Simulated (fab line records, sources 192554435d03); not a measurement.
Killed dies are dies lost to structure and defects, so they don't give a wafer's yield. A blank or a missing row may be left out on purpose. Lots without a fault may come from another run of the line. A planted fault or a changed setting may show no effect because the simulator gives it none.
Problem report in the 8D (eight disciplines) form, filled by code | flow n5_finfet | the parts of the form that need people (team, actions taken, sign-off) are left out

1. THE PROBLEM
EOT_N at N5_BEOL_M4_RC_MEAS_101 reads a mean of 15.07 on 3 wafers of 2 lots; wafers without a fault read 10.52 with a standard deviation of 0.089. That is +51 standard deviations from the usual mean.
First seen on wafer L401.1, day 8 14:43, on prober-01. The record holds 29 wafers of 10 lots with a number at this step. Rule for "out", or "out of limits": more than 4 standard deviations from the usual mean. The other wafers with a number count as sound.

2. WHAT IT IS AND WHAT IT IS NOT
question                    | is                                                                                                               | is not
which readings at this step | EOT_N, DIBL_N, DIBL_P, EOT_P, IGATE_N, IGATE_P, IOFF_N, IOFF_N_LIN, IOFF_P, IOFF_P_85C, IOFF_P_LIN, ION_N, ION_P | -
which lots                  | L401, L405                                                                                                       | L397, L399, L409, L416, L417, L418, L419, L420
which wafers of those lots  | L401.1, L405.1, L405.6                                                                                           | L401.2, L405.3
read on which gauges        | prober-01, prober-02                                                                                             | -
when                        | from day 8 14:43                                                                                                 | up to then (7 sound wafers); but 19 sound wafers of L405, L409, L416, L417, L418, L419, L420 came after

3. SUSPECTS, AND WHAT RULES EACH OUT
Counting: a tool at a process step up to the reading stays a suspect if it ran every lot that is out. Sound lots after the first of them don't rule it out here, since some wafers of a struck lot are sound.
- the gauge at N5_BEOL_M4_RC_MEAS_101: ruled out. The wafers that are out were read on 2 gauges (prober-01, prober-02).
- remote_plasma-02 at N5_DUMMY_REMOVAL_PRECLEAN_08 (cleans in NF3:NH3, afs cycles 2, time 20 s, sublimation time 60 s): kept. It ran every lot that is out, first L401 (day 4 21:10); its last sound lot up to then is L397 (day 3 20:42).
Left after counting: remote_plasma-02 at N5_DUMMY_REMOVAL_PRECLEAN_08.

4. THE CAUSE (what the simulator had put in)
Process parameter drift: remote_plasma-02, from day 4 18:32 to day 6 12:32, at N5_DUMMY_REMOVAL_PRECLEAN_08. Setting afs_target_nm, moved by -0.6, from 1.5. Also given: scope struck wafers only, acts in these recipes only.
Counting left only this tool.

5. THE CHAIN OF EFFECTS, in route order
Each row: a reading whose mean over the struck wafers that have a number lies more than 3 standard deviations from the usual. Only readings for which the record gives a usual standard deviation are gone through. hours: the time from each lot's start at the first step in this table that gives one to its start at this step, as a median over the lots. sigmas: the change in usual standard deviations.
hours | step                    | reading            | usual        | on struck wafers | change  | sigmas
0     | N5_BEOL_M4_RC_MEAS_101  | DIBL_N             | 36.3 mV/V    | 46.2             | +9.9    | +5.8
0     | N5_BEOL_M4_RC_MEAS_101  | DIBL_P             | 36.5 mV/V    | 48.5             | +12.0   | +6.6
0     | N5_BEOL_M4_RC_MEAS_101  | EOT_N              | 10.52        | 15.07            | +4.55   | +51
0     | N5_BEOL_M4_RC_MEAS_101  | EOT_P              | 10.47        | 14.95            | +4.48   | +48
0     | N5_BEOL_M4_RC_MEAS_101  | IGATE_N            | 0.0125 nA/um | 0.0001           | -0.0124 | -6.9
0     | N5_BEOL_M4_RC_MEAS_101  | IGATE_P            | 0.0037 nA/um | 0.0000           | -0.0037 | -7.0
0     | N5_BEOL_M4_RC_MEAS_101  | IOFF_N             | 0.16 nA/um   | 0.39             | +0.23   | +7.1
0     | N5_BEOL_M4_RC_MEAS_101  | IOFF_N_85C         | 3.2 nA/um    | 6.5              | +3.3    | +6.2
0     | N5_BEOL_M4_RC_MEAS_101  | IOFF_N_LIN         | 0.076 nA/um  | 0.184            | +0.108  | +9.0
0     | N5_BEOL_M4_RC_MEAS_101  | IOFF_P             | 0.21 nA/um   | 0.52             | +0.31   | +8.5
0     | N5_BEOL_M4_RC_MEAS_101  | IOFF_P_85C         | 3.7 nA/um    | 7.8              | +4.1    | +7.9
0     | N5_BEOL_M4_RC_MEAS_101  | IOFF_P_LIN         | 0.101 nA/um  | 0.251            | +0.150  | +11
0     | N5_BEOL_M4_RC_MEAS_101  | ION_N              | 675 uA/um    | 608              | -67     | -6.1
0     | N5_BEOL_M4_RC_MEAS_101  | ION_P              | 462 uA/um    | 424              | -38     | -4.8
0     | N5_BEOL_M4_RC_MEAS_101  | SS_N               | 71.6 mV/dec  | 73.6             | +2.0    | +3.1
0     | N5_BEOL_M4_RC_MEAS_101  | SS_P               | 73.3 mV/dec  | 75.4             | +2.1    | +3.1
0     | N5_BEOL_M4_RC_MEAS_101  | VT_P               | -250 mV      | -239             | +11     | +3.4
0     | N5_BEOL_M4_RC_MEAS_101  | VT_P_LVT           | -98.3 mV     | -88.5            | +9.8    | +3.6
108   | N5_PASSIVATION_PROBE_49 | sort_bin_4_leakage | 0.00 %       | 27.23            | +27.23  | +99 or more
108   | N5_PASSIVATION_PROBE_49 | sort_bin_8_speed   | 0.00 %       | 61.24            | +61.24  | +99 or more
108   | N5_PASSIVATION_PROBE_49 | sort_n_pass        | 1077         | 26               | -1051   | -62
108   | N5_PASSIVATION_PROBE_49 | sort_yield_pct     | 91.3 %       | 2.2              | -89.1   | -59
The process steps in it:
- N5_PASSIVATION_PROBE_49

6. WHAT WOULD HAVE CAUGHT IT SOONER
In this record the first reading out of limits at a measuring or inspecting step was taken at day 8 14:43, 92 hours after the fault began at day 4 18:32.
Of the tool readings at N5_DUMMY_REMOVAL_PRECLEAN_08 for which the record gives a usual standard deviation, none was out on any struck wafer, so an alarm limit of 4 standard deviations on them would not have fired.
All the lots that are out (2) had begun N5_DUMMY_REMOVAL_PRECLEAN_08 on remote_plasma-02 by day 8 14:43. A hold on the tool at that time would have spared none of them.
